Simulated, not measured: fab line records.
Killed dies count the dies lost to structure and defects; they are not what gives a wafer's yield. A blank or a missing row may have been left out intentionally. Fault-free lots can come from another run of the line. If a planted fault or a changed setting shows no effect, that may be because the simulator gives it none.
Which tool did it? :: flow n5-finfet :: 24 lots, 72 wafers sampled, at 5 steps of a route of 1938

## WHAT EACH GAUGE READ, for each wafer
N5_BEOL_M5_INSPECT_58: inspects for defects (darkfield).
lot: L074
measured: day 9 03:12
on: defect-inspect-02
raw-defect-count: 53 86 66

lot: L075
measured: day 9 05:32
on: defect-inspect-01
raw-defect-count: 45 68 94

lot: L077
measured: day 9 17:20
on: defect-inspect-01
raw-defect-count: 63 70 87

lot: L076
measured: day 9 17:47
on: defect-inspect-01
raw-defect-count: 90 131 85

lot: L078
measured: day 9 22:55
on: defect-inspect-02
raw-defect-count: 85 83 90

lot: L079
measured: day 10 03:23
on: defect-inspect-01
raw-defect-count: 56 80 62

lot: L080
measured: day 10 03:29
on: defect-inspect-02
raw-defect-count: 101 125 63

lot: L082
measured: day 10 23:13
on: defect-inspect-02
raw-defect-count: 91 78 82

lot: L081
measured: day 11 00:30
on: defect-inspect-02
raw-defect-count: 54 60 36

lot: L083
measured: day 11 05:28
on: defect-inspect-01
raw-defect-count: 86 79 85

lot: L084
measured: day 11 05:31
on: defect-inspect-01
raw-defect-count: 57 61 38

lot: L087
measured: day 12 05:37
on: defect-inspect-01
raw-defect-count: 54 58 65

lot: L085
measured: day 12 01:51
on: defect-inspect-02
raw-defect-count: 87 55 88

lot: L088
measured: day 12 03:17
on: defect-inspect-02
raw-defect-count: 58 58 69

lot: L086
measured: day 12 08:32
on: defect-inspect-01
raw-defect-count: 108 93 55

lot: L089
measured: day 12 16:13
on: defect-inspect-01
raw-defect-count: 77 77 58

lot: L091
measured: day 12 18:05
on: defect-inspect-01
raw-defect-count: 118 61 88

lot: L090
measured: day 13 03:55
on: defect-inspect-02
raw-defect-count: 84 59 111

lot: L092
measured: day 13 09:47
on: defect-inspect-02
raw-defect-count: 131 99 85

lot: L093
measured: day 13 14:00
on: defect-inspect-02
raw-defect-count: 60 106 95

lot: L094
measured: day 14 04:06
on: defect-inspect-02
raw-defect-count: 77 59 86

lot: L095
measured: day 14 05:29
on: defect-inspect-01
raw-defect-count: 92 93 84

lot: L097
measured: day 15 02:07
on: defect-inspect-02
raw-defect-count: 84 80 74

lot: L096
measured: day 15 07:09
on: defect-inspect-02
raw-defect-count: 69 43 62

## TOOL THAT RAN EACH LOT (tool first, then ch and the chambers of the sampled wafers, then the start)
lot: L074
N5_BEOL_M5_CURE_80: uv-cure-03 ch 0, day 8 20:49
N5_BEOL_M5_ANNEAL_49: pvd-sputter-01, day 8 21:51
N5_BEOL_M5_SPUTTER_88: pvd-sputter-01, day 9 01:02
N5_BEOL_M5_ANNEAL_89: pvd-sputter-01, day 9 01:07

lot: L075
N5_BEOL_M5_CURE_80: uv-cure-02 ch 0, day 8 21:05
N5_BEOL_M5_ANNEAL_49: pvd-sputter-03, day 9 00:10
N5_BEOL_M5_SPUTTER_88: pvd-sputter-03, day 9 03:21
N5_BEOL_M5_ANNEAL_89: pvd-sputter-03, day 9 03:26

lot: L077
N5_BEOL_M5_CURE_80: uv-cure-01 ch 0, day 9 10:45
N5_BEOL_M5_ANNEAL_49: pvd-sputter-03, day 9 11:57
N5_BEOL_M5_SPUTTER_88: pvd-sputter-03, day 9 15:08
N5_BEOL_M5_ANNEAL_89: pvd-sputter-03, day 9 15:13

lot: L076
N5_BEOL_M5_CURE_80: uv-cure-01 ch 1, day 9 11:03
N5_BEOL_M5_ANNEAL_49: pvd-sputter-01, day 9 12:20
N5_BEOL_M5_SPUTTER_88: pvd-sputter-01, day 9 15:31
N5_BEOL_M5_ANNEAL_89: pvd-sputter-01, day 9 15:36

lot: L078
N5_BEOL_M5_CURE_80: uv-cure-01 ch 2, day 9 16:13
N5_BEOL_M5_ANNEAL_49: pvd-sputter-02, day 9 17:32
N5_BEOL_M5_SPUTTER_88: pvd-sputter-02, day 9 20:43
N5_BEOL_M5_ANNEAL_89: pvd-sputter-02, day 9 20:47

lot: L079
N5_BEOL_M5_CURE_80: uv-cure-03 ch 2, day 9 20:20
N5_BEOL_M5_ANNEAL_49: pvd-sputter-01, day 9 21:22
N5_BEOL_M5_SPUTTER_88: pvd-sputter-01, day 10 00:32
N5_BEOL_M5_ANNEAL_89: pvd-sputter-01, day 10 00:37

lot: L080
N5_BEOL_M5_CURE_80: uv-cure-02 ch 2, day 9 20:35
N5_BEOL_M5_ANNEAL_49: pvd-sputter-03, day 9 21:48
N5_BEOL_M5_SPUTTER_88: pvd-sputter-03, day 10 00:59
N5_BEOL_M5_ANNEAL_89: pvd-sputter-03, day 10 01:04

lot: L082
N5_BEOL_M5_CURE_80: uv-cure-02 ch 2, day 10 15:04
N5_BEOL_M5_ANNEAL_49: pvd-sputter-01, day 10 17:50
N5_BEOL_M5_SPUTTER_88: pvd-sputter-01, day 10 21:01
N5_BEOL_M5_ANNEAL_89: pvd-sputter-01, day 10 21:05

lot: L081
N5_BEOL_M5_CURE_80: uv-cure-01 ch 2, day 10 17:13
N5_BEOL_M5_ANNEAL_49: pvd-sputter-03, day 10 18:57
N5_BEOL_M5_SPUTTER_88: pvd-sputter-03, day 10 22:08
N5_BEOL_M5_ANNEAL_89: pvd-sputter-03, day 10 22:13

lot: L083
N5_BEOL_M5_CURE_80: uv-cure-02 ch 2, day 10 22:04
N5_BEOL_M5_ANNEAL_49: pvd-sputter-02, day 10 23:28
N5_BEOL_M5_SPUTTER_88: pvd-sputter-02, day 11 02:39
N5_BEOL_M5_ANNEAL_89: pvd-sputter-02, day 11 02:44

lot: L084
N5_BEOL_M5_CURE_80: uv-cure-03 ch 0, day 10 22:08
N5_BEOL_M5_ANNEAL_49: pvd-sputter-03, day 10 23:38
N5_BEOL_M5_SPUTTER_88: pvd-sputter-03, day 11 02:49
N5_BEOL_M5_ANNEAL_89: pvd-sputter-03, day 11 02:53

lot: L087
N5_BEOL_M5_CURE_80: uv-cure-03 ch 0, day 11 18:12
N5_BEOL_M5_ANNEAL_49: pvd-sputter-01, day 11 20:07
N5_BEOL_M5_SPUTTER_88: pvd-sputter-01, day 11 23:17
N5_BEOL_M5_ANNEAL_89: pvd-sputter-01, day 11 23:22

lot: L085
N5_BEOL_M5_CURE_80: uv-cure-03 ch 2, day 11 18:41
N5_BEOL_M5_ANNEAL_49: pvd-sputter-03, day 11 20:28
N5_BEOL_M5_SPUTTER_88: pvd-sputter-03, day 11 23:39
N5_BEOL_M5_ANNEAL_89: pvd-sputter-03, day 11 23:44

lot: L088
N5_BEOL_M5_CURE_80: uv-cure-01 ch 1, day 11 20:22
N5_BEOL_M5_ANNEAL_49: pvd-sputter-02, day 11 21:52
N5_BEOL_M5_SPUTTER_88: pvd-sputter-02, day 12 01:03
N5_BEOL_M5_ANNEAL_89: pvd-sputter-02, day 12 01:08

lot: L086
N5_BEOL_M5_CURE_80: uv-cure-03 ch 0, day 12 01:46
N5_BEOL_M5_ANNEAL_49: pvd-sputter-03, day 12 03:11
N5_BEOL_M5_SPUTTER_88: pvd-sputter-03, day 12 06:22
N5_BEOL_M5_ANNEAL_89: pvd-sputter-03, day 12 06:26

lot: L089
N5_BEOL_M5_CURE_80: uv-cure-01 ch 2, day 12 09:29
N5_BEOL_M5_ANNEAL_49: pvd-sputter-03, day 12 10:49
N5_BEOL_M5_SPUTTER_88: pvd-sputter-03, day 12 13:59
N5_BEOL_M5_ANNEAL_89: pvd-sputter-03, day 12 14:04

lot: L091
N5_BEOL_M5_CURE_80: uv-cure-01 ch 1, day 12 11:01
N5_BEOL_M5_ANNEAL_49: pvd-sputter-01, day 12 12:21
N5_BEOL_M5_SPUTTER_88: pvd-sputter-01, day 12 15:32
N5_BEOL_M5_ANNEAL_89: pvd-sputter-01, day 12 15:37

lot: L090
N5_BEOL_M5_CURE_80: uv-cure-02 ch 0, day 12 21:16
N5_BEOL_M5_ANNEAL_49: pvd-sputter-01, day 12 22:20
N5_BEOL_M5_SPUTTER_88: pvd-sputter-01, day 13 01:31
N5_BEOL_M5_ANNEAL_89: pvd-sputter-01, day 13 01:35

lot: L092
N5_BEOL_M5_CURE_80: uv-cure-01 ch 2, day 13 01:01
N5_BEOL_M5_ANNEAL_49: pvd-sputter-03, day 13 04:20
N5_BEOL_M5_SPUTTER_88: pvd-sputter-03, day 13 07:31
N5_BEOL_M5_ANNEAL_89: pvd-sputter-03, day 13 07:35

lot: L093
N5_BEOL_M5_CURE_80: uv-cure-03 ch 0, day 13 07:25
N5_BEOL_M5_ANNEAL_49: pvd-sputter-01, day 13 08:39
N5_BEOL_M5_SPUTTER_88: pvd-sputter-01, day 13 11:50
N5_BEOL_M5_ANNEAL_89: pvd-sputter-01, day 13 11:55

lot: L094
N5_BEOL_M5_CURE_80: uv-cure-02 ch 1, day 13 21:25
N5_BEOL_M5_ANNEAL_49: pvd-sputter-03, day 13 22:43
N5_BEOL_M5_SPUTTER_88: pvd-sputter-03, day 14 01:53
N5_BEOL_M5_ANNEAL_89: pvd-sputter-03, day 14 01:58

lot: L095
N5_BEOL_M5_CURE_80: uv-cure-02 ch 0, day 13 22:23
N5_BEOL_M5_ANNEAL_49: pvd-sputter-01, day 14 00:05
N5_BEOL_M5_SPUTTER_88: pvd-sputter-01, day 14 03:16
N5_BEOL_M5_ANNEAL_89: pvd-sputter-01, day 14 03:21

lot: L097
N5_BEOL_M5_CURE_80: uv-cure-02 ch 2, day 14 19:25
N5_BEOL_M5_ANNEAL_49: pvd-sputter-02, day 14 20:36
N5_BEOL_M5_SPUTTER_88: pvd-sputter-02, day 14 23:47
N5_BEOL_M5_ANNEAL_89: pvd-sputter-02, day 14 23:52

lot: L096
N5_BEOL_M5_CURE_80: uv-cure-01 ch 1, day 15 00:36
N5_BEOL_M5_ANNEAL_49: pvd-sputter-01, day 15 01:45
N5_BEOL_M5_SPUTTER_88: pvd-sputter-01, day 15 04:56
N5_BEOL_M5_ANNEAL_89: pvd-sputter-01, day 15 05:01
- N5_BEOL_M5_CURE_80: cures SiCOH lowk, time 120 s.
- N5_BEOL_M5_ANNEAL_49: time 1800 s.
- N5_BEOL_M5_SPUTTER_88: material Cu, target thk 15 nm, time 27.62 s.
- N5_BEOL_M5_ANNEAL_89: time 1800 s.

## AS READ BY THE TOOLS THEMSELVES (means over the sampled wafers that have a number; for cases with no such wafer, the mark the record gives instead)
N5_BEOL_M5_CURE_80.
lot: L074
tool: uv-cure-03
lamp-power-pct (%): 52.31
wafer_temp_C_max: 371.7

lot: L075
tool: uv-cure-02
lamp-power-pct (%): 52.26
wafer_temp_C_max: 371.4

lot: L077
tool: uv-cure-01
lamp-power-pct (%): 52.34
wafer_temp_C_max: 371.7

lot: L076
tool: uv-cure-01
lamp-power-pct (%): 52.31
wafer_temp_C_max: 372.1

lot: L078
tool: uv-cure-01
lamp-power-pct (%): 52.30
wafer_temp_C_max: 372.6

lot: L079
tool: uv-cure-03
lamp-power-pct (%): 52.28
wafer_temp_C_max: 371.2

lot: L080
tool: uv-cure-02
lamp-power-pct (%): 52.30
wafer_temp_C_max: 372.9

lot: L082
tool: uv-cure-02
lamp-power-pct (%): 52.25
wafer_temp_C_max: 373.0

lot: L081
tool: uv-cure-01
lamp-power-pct (%): 52.38
wafer_temp_C_max: 372.2

lot: L083
tool: uv-cure-02
lamp-power-pct (%): 52.28
wafer_temp_C_max: 372.6

lot: L084
tool: uv-cure-03
lamp-power-pct (%): 52.28
wafer_temp_C_max: 371.6

lot: L087
tool: uv-cure-03
lamp-power-pct (%): 52.26
wafer_temp_C_max: 371.7

lot: L085
tool: uv-cure-03
lamp-power-pct (%): 52.39
wafer_temp_C_max: 371.2

lot: L088
tool: uv-cure-01
lamp-power-pct (%): 52.36
wafer_temp_C_max: 371.0

lot: L086
tool: uv-cure-03
lamp-power-pct (%): 52.32
wafer_temp_C_max: 372.1

lot: L089
tool: uv-cure-01
lamp-power-pct (%): 52.33
wafer_temp_C_max: 372.6

lot: L091
tool: uv-cure-01
lamp-power-pct (%): 52.31
wafer_temp_C_max: 371.5

lot: L090
tool: uv-cure-02
lamp-power-pct (%): 52.31
wafer_temp_C_max: 371.8

lot: L092
tool: uv-cure-01
lamp-power-pct (%): 52.34
wafer_temp_C_max: 372.5

lot: L093
tool: uv-cure-03
lamp-power-pct (%): 52.33
wafer_temp_C_max: 372.1

lot: L094
tool: uv-cure-02
lamp-power-pct (%): 52.28
wafer_temp_C_max: 372.3

lot: L095
tool: uv-cure-02
lamp-power-pct (%): 52.34
wafer_temp_C_max: 371.1

lot: L097
tool: uv-cure-02
lamp-power-pct (%): 52.29
wafer_temp_C_max: 372.9

lot: L096
tool: uv-cure-01
lamp-power-pct (%): 52.32
wafer_temp_C_max: 371.6

N5_BEOL_M5_ANNEAL_49.
lot: L074
tool: pvd-sputter-01
heater-power-w (W): 890

lot: L075
tool: pvd-sputter-03
heater-power-w (W): 870

lot: L077
tool: pvd-sputter-03
heater-power-w (W): 873

lot: L076
tool: pvd-sputter-01
heater-power-w (W): 821

lot: L078
tool: pvd-sputter-02
heater-power-w (W): 817

lot: L079
tool: pvd-sputter-01
heater-power-w (W): 778

lot: L080
tool: pvd-sputter-03
heater-power-w (W): 823

lot: L082
tool: pvd-sputter-01
heater-power-w (W): 861

lot: L081
tool: pvd-sputter-03
heater-power-w (W): 863

lot: L083
tool: pvd-sputter-02
heater-power-w (W): 811

lot: L084
tool: pvd-sputter-03
heater-power-w (W): 848

lot: L087
tool: pvd-sputter-01
heater-power-w (W): 768

lot: L085
tool: pvd-sputter-03
heater-power-w (W): 858

lot: L088
tool: pvd-sputter-02
heater-power-w (W): 799

lot: L086
tool: pvd-sputter-03
heater-power-w (W): 838

lot: L089
tool: pvd-sputter-03
heater-power-w (W): 834

lot: L091
tool: pvd-sputter-01
heater-power-w (W): 847

lot: L090
tool: pvd-sputter-01
heater-power-w (W): 833

lot: L092
tool: pvd-sputter-03
heater-power-w (W): 839

lot: L093
tool: pvd-sputter-01
heater-power-w (W): 848

lot: L094
tool: pvd-sputter-03
heater-power-w (W): 809

lot: L095
tool: pvd-sputter-01
heater-power-w (W): 804

lot: L097
tool: pvd-sputter-02
heater-power-w (W): 849

lot: L096
tool: pvd-sputter-01
heater-power-w (W): 820

N5_BEOL_M5_SPUTTER_88.
lot: L074
tool: pvd-sputter-01
throttle-valve-pct (%): 30.3

lot: L075
tool: pvd-sputter-03
throttle-valve-pct (%): 31.7

lot: L077
tool: pvd-sputter-03
throttle-valve-pct (%): 30.1

lot: L076
tool: pvd-sputter-01
throttle-valve-pct (%): 30.8

lot: L078
tool: pvd-sputter-02
throttle-valve-pct (%): 30.0

lot: L079
tool: pvd-sputter-01
throttle-valve-pct (%): 31.6

lot: L080
tool: pvd-sputter-03
throttle-valve-pct (%): 30.0

lot: L082
tool: pvd-sputter-01
throttle-valve-pct (%): 30.7

lot: L081
tool: pvd-sputter-03
throttle-valve-pct (%): 30.2

lot: L083
tool: pvd-sputter-02
throttle-valve-pct (%): 30.4

lot: L084
tool: pvd-sputter-03
throttle-valve-pct (%): 31.1

lot: L087
tool: pvd-sputter-01
throttle-valve-pct (%): 31.5

lot: L085
tool: pvd-sputter-03
throttle-valve-pct (%): 31.8

lot: L088
tool: pvd-sputter-02
throttle-valve-pct (%): 30.2

lot: L086
tool: pvd-sputter-03
throttle-valve-pct (%): 31.1

lot: L089
tool: pvd-sputter-03
throttle-valve-pct (%): 30.9

lot: L091
tool: pvd-sputter-01
throttle-valve-pct (%): 30.7

lot: L090
tool: pvd-sputter-01
throttle-valve-pct (%): 31.1

lot: L092
tool: pvd-sputter-03
throttle-valve-pct (%): 29.3

lot: L093
tool: pvd-sputter-01
throttle-valve-pct (%): 30.8

lot: L094
tool: pvd-sputter-03
throttle-valve-pct (%): 30.0

lot: L095
tool: pvd-sputter-01
throttle-valve-pct (%): 31.2

lot: L097
tool: pvd-sputter-02
throttle-valve-pct (%): 30.6

lot: L096
tool: pvd-sputter-01
throttle-valve-pct (%): 31.2

N5_BEOL_M5_ANNEAL_89.
lot: L074
tool: pvd-sputter-01
heater-power-w (W): 873

lot: L075
tool: pvd-sputter-03
heater-power-w (W): 855

lot: L077
tool: pvd-sputter-03
heater-power-w (W): 860

lot: L076
tool: pvd-sputter-01
heater-power-w (W): 822

lot: L078
tool: pvd-sputter-02
heater-power-w (W): 813

lot: L079
tool: pvd-sputter-01
heater-power-w (W): 777

lot: L080
tool: pvd-sputter-03
heater-power-w (W): 813

lot: L082
tool: pvd-sputter-01
heater-power-w (W): 864

lot: L081
tool: pvd-sputter-03
heater-power-w (W): 863

lot: L083
tool: pvd-sputter-02
heater-power-w (W): 808

lot: L084
tool: pvd-sputter-03
heater-power-w (W): 847

lot: L087
tool: pvd-sputter-01
heater-power-w (W): 764

lot: L085
tool: pvd-sputter-03
heater-power-w (W): 871

lot: L088
tool: pvd-sputter-02
heater-power-w (W): 825

lot: L086
tool: pvd-sputter-03
heater-power-w (W): 855

lot: L089
tool: pvd-sputter-03
heater-power-w (W): 834

lot: L091
tool: pvd-sputter-01
heater-power-w (W): 845

lot: L090
tool: pvd-sputter-01
heater-power-w (W): 840

lot: L092
tool: pvd-sputter-03
heater-power-w (W): 838

lot: L093
tool: pvd-sputter-01
heater-power-w (W): 841

lot: L094
tool: pvd-sputter-03
heater-power-w (W): 820

lot: L095
tool: pvd-sputter-01
heater-power-w (W): 802

lot: L097
tool: pvd-sputter-02
heater-power-w (W): 849

lot: L096
tool: pvd-sputter-01
heater-power-w (W): 838

## THE ANSWER, worked out from the rows above alone
Rule: the usual values come from the lots themselves. Put in order of their means at a reading, lots are off if they are a third of the lots or fewer, leave a main group of 4 or more, and stand apart from it by a gap of 3 or more times the standard deviation of the main group's means; of several such gaps the widest counts. A main group is skipped when, at the precision printed for the reading in the tables above, its means are all equal. A lot without any number at a reading at which 4 lots or more have one is off too. Where the step has rows for the other lots, those lots are counted as sound. Order of review: gauges by route order, followed by the tools' own readings, for which a lot's mean as printed above is used. At the first step where some lot is off, the reading lying furthest off is the one used; lots without a number count as furthest.
None of the lots is off at any reading shown; this tells nothing.

## WHAT HAD BEEN PUT IN BY THE SIMULATOR
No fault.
